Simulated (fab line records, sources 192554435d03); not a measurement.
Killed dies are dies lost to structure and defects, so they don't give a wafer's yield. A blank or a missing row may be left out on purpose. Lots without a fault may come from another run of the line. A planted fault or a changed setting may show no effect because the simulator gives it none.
Chamber matching | flow n5_finfet | N5_BEOL_M1_CO_CAP_55 on cvd_co-01: 3 sister chambers
The step material Co, precursor CCTBA/H2, target thk 2 nm, time 102.1 s. 6 wafers are shown with their chamber, then 12 later ones without.

WAFERS WITH THEIR CHAMBER
wafer  | chamber | heater_power_outer_w (W) | heater_power_w (W)
L088.5 | 1       | 111                      | 211
L090.2 | 1       | 112                      | 217
L090.3 | 0       | 121                      | 217
L091.1 | 2       | 139                      | 237
L091.5 | 0       | 120                      | 216
L091.6 | 2       | 138                      | 241

WAFERS WITHOUT THEIR CHAMBER
wafer  | heater_power_outer_w (W) | heater_power_w (W)
L092.1 | 139                      | 242
L092.3 | 109                      | 218
L092.4 | 140                      | 242
L094.2 | 112                      | 215
L094.3 | 139                      | 238
L094.5 | 139                      | 240
L095.1 | 108                      | 217
L095.4 | 109                      | 213
L095.6 | 143                      | 246
L097.2 | 139                      | 245
L097.5 | 139                      | 235
L097.6 | 110                      | 216

WHICH CHAMBER EACH WENT THROUGH
wafer  | from the rows above | in truth
L092.1 | 2                   | 2
L092.3 | 1                   | 1
L092.4 | 2                   | 2
L094.2 | 1                   | 1
L094.3 | 2                   | 2
L094.5 | 2                   | 2
L095.1 | 1                   | 1
L095.4 | 1                   | 1
L095.6 | 2                   | 2
L097.2 | 2                   | 2
L097.5 | 2                   | 2
L097.6 | 1                   | 1
Placed correctly: 12 of 12. Can't be placed from these rows: 0. Placed wrongly: 0.
How it was worked out, from the rows above alone: a wafer's distance from a chamber is the root of the sum, over the readings, of the square of ((its reading less the chamber's mean) divided by the reading's scatter). The wafer belongs to the nearest chamber; if the next one is less than 2 further off, it can't be placed. A chamber's mean is the mean of its shown wafers. The scatter: the root of (the sum of the squares of (reading less its chamber's mean) over the shown wafers, divided by (wafers less chambers)).
